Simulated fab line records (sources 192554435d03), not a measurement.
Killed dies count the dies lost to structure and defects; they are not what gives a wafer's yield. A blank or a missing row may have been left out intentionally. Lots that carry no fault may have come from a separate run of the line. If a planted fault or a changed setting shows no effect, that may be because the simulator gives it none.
Matching of chambers | flow n5-finfet | rie-diel-01 running N5_STI_FIN_REVEAL_STRIP_24: 4 sister chambers
The step strips in N2/H2, time 90 s. 8 wafers are shown with their chamber, then 7 later ones without.

WAFERS, EACH WITH ITS CHAMBER
wafer  | chamber | drypump-motor-current-A (A) | throttle-valve-pct (%)
L075.1 | 2       | 5.3                         | 12.44
L078.6 | 3       | 6.3                         | 12.65
L083.6 | 0       | 5.8                         | 11.93
L093.2 | 0       | 5.8                         | 11.96
L093.3 | 3       | 6.3                         | 12.04
L093.4 | 1       | 5.1                         | 11.99
L094.2 | 2       | 5.4                         | 11.89
L094.4 | 1       | 5.1                         | 11.99

WAFERS WITH NO CHAMBER GIVEN
wafer  | drypump-motor-current-A (A) | throttle-valve-pct (%)
L094.5 | 5.7                         | 11.98
L096.2 | 6.3                         | 12.07
L096.4 | 5.3                         | 11.90
L096.6 | 5.4                         | 11.90
L097.1 | 5.1                         | 12.02
L097.2 | 6.3                         | 12.09
L097.5 | 5.1                         | 12.00

EACH ONE'S CHAMBER
wafer  | from the rows above | in truth
L094.5 | 0                   | 0
L096.2 | 3                   | 3
L096.4 | 2                   | 2
L096.6 | 2                   | 2
L097.1 | 1                   | 1
L097.2 | 3                   | 3
L097.5 | 1                   | 1
Correct placement for 7 of the 7. From these rows, 0 cannot be placed. Wrongly placed: 0.
How it was worked out, from the rows above alone: a wafer's distance from a chamber is the root of the sum, over the readings, of the square of ((its reading less the chamber's mean) divided by the reading's scatter). If the next closest chamber is less than 2 further off than the closest, the wafer can't be placed; otherwise it belongs to the closest. Each chamber's mean is taken over the wafers shown for it. How the scatter is found: for the shown wafers, subtract from each reading the mean of its chamber, square and add these, divide the total by (wafers less chambers), then take the root.
